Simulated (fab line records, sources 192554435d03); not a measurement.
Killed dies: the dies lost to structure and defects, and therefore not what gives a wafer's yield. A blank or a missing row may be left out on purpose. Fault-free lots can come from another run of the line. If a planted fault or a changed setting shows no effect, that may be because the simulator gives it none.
Which tool did it? -- flow n5 finfet -- 72 wafers from 24 lots sampled at 6 of the route's 1938 steps

## WHAT EACH GAUGE READ, for each wafer
No reading from a measuring or inspecting step in the record can be judged against a usual standard deviation.

## EACH LOT AND THE TOOL THAT RAN IT (in order: tool; ch and the chambers of the sampled wafers; start)
lot,N5_BEOL_M0_SPUTTER_134,N5_BEOL_M0_DEP_125,N5_BEOL_M1_ETCH_69,N5_BEOL_M1_ETCHBACK_99,N5_BEOL_M1_ANNEAL_82,N5_BEOL_M2_HM_DEP_02
L074,"pvd sputter-03, day 6 03:20","pecvd-01 ch 0,1,2, day 6 04:34","rie diel-01 ch 1,2,3, day 6 07:33","rie diel-02 ch 0,2, day 6 10:16","pvd sputter-01, day 6 12:21","pvd sputter-02, day 6 14:56"
L075,"pvd sputter-03, day 6 08:03","pecvd-01 ch 1,2, day 6 09:35","rie diel-02 ch 1,2,3, day 6 12:38","rie diel-02 ch 2,3, day 6 14:01","pvd sputter-01, day 6 16:04","pvd sputter-02, day 6 19:16"
L076,"pvd sputter-03, day 6 11:50","pecvd-01 ch 1,2, day 6 12:59","rie diel-05 ch 1,3, day 6 15:48","rie diel-01 ch 0,1,2, day 6 18:08","pvd sputter-01, day 6 20:20","pvd sputter-03, day 6 23:22"
L077,"pvd sputter-02, day 6 12:38","pecvd-01 ch 0,1, day 6 13:50","rie diel-02 ch 1,2,3, day 6 16:23","rie diel-02 ch 1,2,3, day 6 18:15","pvd sputter-03, day 6 20:35","pvd sputter-03, day 6 23:28"
L078,"pvd sputter-01, day 7 00:59","pecvd-04 ch 0,1,2, day 7 02:05","rie diel-05 ch 0,2,3, day 7 05:32","rie diel-01 ch 0,2,3, day 7 09:08","pvd sputter-01, day 7 11:00","pvd sputter-01, day 7 13:55"
L080,"pvd sputter-02, day 7 10:04","pecvd-03 ch 0,2, day 7 11:34","rie diel-02 ch 1,2,3, day 7 15:27","rie diel-02 ch 0,1,3, day 7 17:19","pvd sputter-01, day 7 19:20","pvd sputter-02, day 7 22:08"
L079,"pvd sputter-01, day 7 12:34","pecvd-01 ch 1,2, day 7 13:41","rie diel-01 ch 0,2,3, day 7 15:42","rie diel-02 ch 0,1,3, day 7 22:05","pvd sputter-01, day 8 00:44","pvd sputter-02, day 8 03:53"
L081,"pvd sputter-02, day 7 17:06","pecvd-04 ch 0,1, day 7 18:13","rie diel-01 ch 0,3, day 7 22:13","rie diel-02 ch 0,1,2, day 7 23:28","pvd sputter-02, day 8 01:23","pvd sputter-02, day 8 03:59"
L082,"pvd sputter-01, day 7 22:35","pecvd-04 ch 0,1,2, day 8 00:13","rie diel-01 ch 1,3, day 8 02:04","rie diel-01 ch 1,3, day 8 03:25","pvd sputter-01, day 8 05:13","pvd sputter-03, day 8 07:49"
L083,"pvd sputter-02, day 8 07:35","pecvd-03 ch 0,1,2, day 8 08:41","rie diel-02 ch 0,1,3, day 8 11:30","rie diel-02 ch 0,1,3, day 9 05:59","pvd sputter-03, day 9 08:09","pvd sputter-03, day 9 11:21"
L084,"pvd sputter-03, day 8 08:49","pecvd-04 ch 1,2, day 8 09:55","rie diel-01 ch 1,3, day 8 13:37","rie diel-01 ch 0,3, day 9 06:02","pvd sputter-02, day 9 09:53","pvd sputter-02, day 9 12:26"
L085,"pvd sputter-03, day 8 21:14","pecvd-01 ch 0,1,2, day 8 22:22","rie diel-05 ch 0,2,3, day 9 01:56","rie diel-02 ch 0,2, day 9 14:13","pvd sputter-01, day 9 16:22","pvd sputter-02, day 10 03:01"
L086,"pvd sputter-02, day 9 02:12","pecvd-01 ch 1,2, day 9 03:50","rie diel-01 ch 0,2, day 9 08:43","rie diel-01 ch 0,3, day 10 04:04","pvd sputter-01, day 10 06:28","pvd sputter-02, day 10 11:19"
L087,"pvd sputter-02, day 9 03:23","pecvd-04 ch 0,1,2, day 9 04:32","rie diel-05 ch 1,2, day 9 09:16","rie diel-01 ch 2,3, day 10 07:00","pvd sputter-03, day 10 09:10","pvd sputter-02, day 10 12:11"
L089,"pvd sputter-02, day 9 23:13","pecvd-04 ch 0,1,2, day 10 00:55","rie diel-01 ch 0,2, day 10 05:19","rie diel-05 ch 0,1, day 10 07:41","pvd sputter-02, day 10 09:48","pvd sputter-03, day 10 12:34"
L088,"pvd sputter-02, day 10 00:02","pecvd-04 ch 0,2, day 10 01:16","rie diel-01 ch 1,2, day 10 05:25","rie diel-02 ch 1,2,3, day 10 07:46","pvd sputter-03, day 10 11:01","pvd sputter-02, day 10 15:05"
L090,"pvd sputter-01, day 10 00:26","pecvd-04 ch 0,1,2, day 10 01:32","rie diel-01 ch 2,3, day 10 05:37","rie diel-01 ch 1,2,3, day 10 07:52","pvd sputter-01, day 10 10:50","pvd sputter-02, day 10 14:59"
L091,"pvd sputter-02, day 10 06:29","pecvd-04 ch 0,2, day 10 07:35","rie diel-05 ch 0,2,3, day 10 09:24","rie diel-01 ch 0,1,3, day 10 11:35","pvd sputter-02, day 10 13:35","pvd sputter-03, day 10 18:14"
L092,"pvd sputter-01, day 10 14:54","pecvd-01 ch 0,1, day 10 16:05","rie diel-01 ch 0,1,3, day 10 19:59","rie diel-01 ch 0,1,2, day 10 21:49","pvd sputter-02, day 10 23:35","pvd sputter-03, day 11 05:59"
L093,"pvd sputter-02, day 10 16:36","pecvd-04 ch 0,2, day 10 17:43","rie diel-02 ch 0,1,2, day 10 20:43","rie diel-02 ch 2,3, day 10 22:40","pvd sputter-02, day 11 01:26","pvd sputter-03, day 11 06:40"
L094,"pvd sputter-01, day 10 23:47","pecvd-03 ch 0,2, day 11 01:00","rie diel-05 ch 0,2, day 11 04:49","rie diel-01 ch 0,1,2, day 11 14:30","pvd sputter-02, day 11 16:53","pvd sputter-01, day 11 20:17"
L095,"pvd sputter-02, day 11 08:46","pecvd-03 ch 0,1,2, day 11 09:58","rie diel-01 ch 0,1, day 11 13:22","rie diel-01 ch 0,1,2, day 11 16:13","pvd sputter-01, day 11 18:28","pvd sputter-02, day 11 23:17"
L096,"pvd sputter-02, day 11 11:02","pecvd-04 ch 0,1,2, day 11 12:08","rie diel-05 ch 0,2, day 11 14:13","rie diel-01 ch 0,3, day 11 19:31","pvd sputter-01, day 11 21:42","pvd sputter-01, day 12 02:38"
L097,"pvd sputter-03, day 11 17:29","pecvd-03 ch 1,2, day 11 18:49","rie diel-05 ch 0,1,2, day 11 21:35","rie diel-01 ch 1,2,3, day 11 23:07","pvd sputter-03, day 12 01:02","pvd sputter-01, day 12 03:41"
- N5_BEOL_M0_SPUTTER_134: material Cu, target thk 4 nm, time 7.37 s.
- N5_BEOL_M0_DEP_125: deposits SiCN from 3MS/NH3, target thk 8 nm, time 14 s.
- N5_BEOL_M1_ETCH_69: etches SiARC in CF4, target depth 15.6 nm, time 26 s.
- N5_BEOL_M1_ETCHBACK_99: etches SiO2 in CHF3, target depth 5 nm, time 10.4 s.
- N5_BEOL_M1_ANNEAL_82: time 240 s.
- N5_BEOL_M2_HM_DEP_02: deposits TiN, target thk 20 nm.

## WHAT THE TOOLS THEMSELVES READ (means of the sampled wafers that have a number; where no wafer has one, the mark that the record gives instead)
N5_BEOL_M0_SPUTTER_134.
lot,tool,throttle valve pct (%)
L074,pvd sputter-03,29.4
L075,pvd sputter-03,28.9
L076,pvd sputter-03,29.6
L077,pvd sputter-02,29.3
L078,pvd sputter-01,31.3
L080,pvd sputter-02,29.2
L079,pvd sputter-01,31.6
L081,pvd sputter-02,29.4
L082,pvd sputter-01,31.1
L083,pvd sputter-02,29.5
L084,pvd sputter-03,29.6
L085,pvd sputter-03,29.6
L086,pvd sputter-02,28.7
L087,pvd sputter-02,29.1
L089,pvd sputter-02,29.3
L088,pvd sputter-02,29.6
L090,pvd sputter-01,31.1
L091,pvd sputter-02,30.0
L092,pvd sputter-01,30.9
L093,pvd sputter-02,28.9
L094,pvd sputter-01,31.2
L095,pvd sputter-02,29.2
L096,pvd sputter-02,28.9
L097,pvd sputter-03,29.2

N5_BEOL_M0_DEP_125.
lot,tool,showerhead plenum p Torr (Torr),throttle valve pct (%)
L074,pecvd-01,3.674,8.7
L075,pecvd-01,3.667,8.7
L076,pecvd-01,3.676,8.9
L077,pecvd-01,3.681,8.7
L078,pecvd-04,3.669,8.9
L080,pecvd-03,3.674,9.0
L079,pecvd-01,3.675,9.1
L081,pecvd-04,3.663,9.0
L082,pecvd-04,3.668,8.9
L083,pecvd-03,3.678,9.7
L084,pecvd-04,3.671,9.0
L085,pecvd-01,3.678,8.8
L086,pecvd-01,3.678,8.9
L087,pecvd-04,3.663,9.0
L089,pecvd-04,3.662,8.8
L088,pecvd-04,3.675,8.4
L090,pecvd-04,3.663,9.0
L091,pecvd-04,3.676,8.5
L092,pecvd-01,3.691,8.7
L093,pecvd-04,3.673,8.5
L094,pecvd-03,3.677,9.1
L095,pecvd-03,3.681,9.5
L096,pecvd-04,3.671,9.0
L097,pecvd-03,3.687,9.1

N5_BEOL_M1_ETCH_69.
lot,tool,bias w (W),drypump motor current A (A),etch rf on time s (s),oes product au (a.u.),rf vpp V (V),showerhead plenum p Torr (Torr),throttle valve pct (%)
L074,rie diel-01,36.01,5.8,26.0,0.65,184.4,2.14,15.84
L075,rie diel-02,35.98,6.0,26.3,0.65,185.2,2.20,15.57
L076,rie diel-05,36.11,5.9,25.8,0.62,184.4,2.18,15.78
L077,rie diel-02,36.05,6.1,26.2,0.66,185.5,2.20,15.58
L078,rie diel-05,36.15,5.6,26.2,0.61,184.7,2.16,15.74
L080,rie diel-02,35.96,6.0,26.0,0.73,184.0,2.20,15.44
L079,rie diel-01,35.91,6.0,25.9,0.70,183.6,2.13,15.77
L081,rie diel-01,35.99,6.1,25.9,0.74,184.1,2.18,15.73
L082,rie diel-01,36.11,5.8,25.6,0.65,183.9,2.19,15.92
L083,rie diel-02,35.95,5.8,25.9,0.74,185.3,2.23,15.58
L084,rie diel-01,35.99,5.8,25.8,0.69,184.2,2.19,15.79
L085,rie diel-05,35.96,5.6,26.2,0.60,184.7,2.16,15.79
L086,rie diel-01,35.89,6.1,25.6,0.77,185.5,2.21,15.67
L087,rie diel-05,36.09,5.7,26.1,0.64,183.3,2.11,15.61
L089,rie diel-01,35.97,6.0,25.3,0.79,185.2,2.24,15.54
L088,rie diel-01,35.96,5.8,25.6,0.83,185.2,2.25,15.45
L090,rie diel-01,36.01,5.8,25.8,0.76,184.8,2.20,15.59
L091,rie diel-05,36.01,5.6,26.5,0.59,184.5,2.15,15.79
L092,rie diel-01,36.03,6.0,26.0,0.74,184.2,2.18,15.69
L093,rie diel-02,36.06,5.8,26.4,0.65,184.8,2.18,15.69
L094,rie diel-05,36.00,5.8,26.3,0.60,184.1,2.16,15.78
L095,rie diel-01,36.03,6.0,26.1,0.76,184.3,2.19,15.66
L096,rie diel-05,35.91,5.7,26.0,0.59,183.0,2.16,15.79
L097,rie diel-05,36.13,5.7,26.1,0.61,183.8,2.13,15.74

N5_BEOL_M1_ETCHBACK_99.
lot,tool,bias w (W),drypump motor current A (A),oes product au (a.u.),rf vpp V (V),showerhead plenum p Torr (Torr),throttle valve pct (%)
L074,rie diel-02,47.03,5.70,0.74,242,2.20,17.25
L075,rie diel-02,47.02,6.22,0.85,237,2.23,16.86
L076,rie diel-01,47.01,6.01,0.76,239,2.15,17.35
L077,rie diel-02,47.14,6.03,0.77,241,2.21,17.02
L078,rie diel-01,46.86,6.00,0.82,242,2.14,17.22
L080,rie diel-02,47.10,5.80,0.88,241,2.24,17.05
L079,rie diel-02,46.92,5.81,0.87,241,2.24,17.04
L081,rie diel-02,46.97,5.77,0.80,242,2.19,17.09
L082,rie diel-01,47.06,5.81,0.76,236,2.21,17.41
L083,rie diel-02,47.04,5.80,0.86,240,2.24,17.06
L084,rie diel-01,46.91,6.14,0.85,247,2.19,17.23
L085,rie diel-02,46.99,5.94,0.70,242,2.15,17.13
L086,rie diel-01,47.06,6.16,0.84,247,2.19,17.25
L087,rie diel-01,47.04,5.84,0.88,243,2.21,17.04
L089,rie diel-05,47.04,6.05,0.72,247,2.17,17.12
L088,rie diel-02,46.93,6.03,0.82,240,2.20,16.93
L090,rie diel-01,46.95,5.82,0.93,239,2.23,17.02
L091,rie diel-01,47.00,6.00,0.88,241,2.20,17.17
L092,rie diel-01,46.93,6.00,0.91,240,2.22,17.07
L093,rie diel-02,46.94,6.19,0.75,240,2.17,16.96
L094,rie diel-01,46.99,5.98,0.89,239,2.22,17.08
L095,rie diel-01,47.05,6.00,0.90,241,2.22,17.09
L096,rie diel-01,47.06,6.02,0.83,246,2.18,17.21
L097,rie diel-01,46.89,5.83,0.88,239,2.22,17.03

N5_BEOL_M1_ANNEAL_82.
lot,tool,heater power w (W)
L074,pvd sputter-01,835
L075,pvd sputter-01,817
L076,pvd sputter-01,830
L077,pvd sputter-03,823
L078,pvd sputter-01,821
L080,pvd sputter-01,819
L079,pvd sputter-01,823
L081,pvd sputter-02,907
L082,pvd sputter-01,816
L083,pvd sputter-03,893
L084,pvd sputter-02,809
L085,pvd sputter-01,833
L086,pvd sputter-01,845
L087,pvd sputter-03,846
L089,pvd sputter-02,861
L088,pvd sputter-03,847
L090,pvd sputter-01,828
L091,pvd sputter-02,810
L092,pvd sputter-02,843
L093,pvd sputter-02,840
L094,pvd sputter-02,894
L095,pvd sputter-01,820
L096,pvd sputter-01,842
L097,pvd sputter-03,832

N5_BEOL_M2_HM_DEP_02.
lot,tool,throttle valve pct (%)
L074,pvd sputter-02,29.9
L075,pvd sputter-02,29.9
L076,pvd sputter-03,29.4
L077,pvd sputter-03,29.4
L078,pvd sputter-01,31.2
L080,pvd sputter-02,29.6
L079,pvd sputter-02,28.9
L081,pvd sputter-02,29.0
L082,pvd sputter-03,29.5
L083,pvd sputter-03,29.3
L084,pvd sputter-02,30.0
L085,pvd sputter-02,30.0
L086,pvd sputter-02,29.3
L087,pvd sputter-02,29.2
L089,pvd sputter-03,29.0
L088,pvd sputter-02,29.2
L090,pvd sputter-02,29.5
L091,pvd sputter-03,29.7
L092,pvd sputter-03,29.8
L093,pvd sputter-03,29.5
L094,pvd sputter-01,31.2
L095,pvd sputter-02,29.5
L096,pvd sputter-01,31.2
L097,pvd sputter-01,30.8

## THE ANSWER, worked out from the rows above alone
Rule: usual is defined by the lots themselves. Put in order of their means at a reading, lots are off if they are a third of the lots or fewer, leave a main group of 4 or more, and stand apart from it by a gap of 3 or more times the standard deviation of the main group's means; of several such gaps the widest counts. If all means in a main group match to the digits the tables above print for the reading, that group is not used. Also off: a lot with no number at a reading for which 4 or more lots have one. Where the step has rows for the other lots, those lots are counted as sound. After the gauges, taken in route order, come the tools' own readings; for these a lot's mean is taken, as printed above. At the first step where some lot is off, the reading lying furthest off is the one used; lots without a number count as furthest.
None of the lots is off at any reading shown; this tells nothing.

## WHAT THE SIMULATOR HAD PUT IN
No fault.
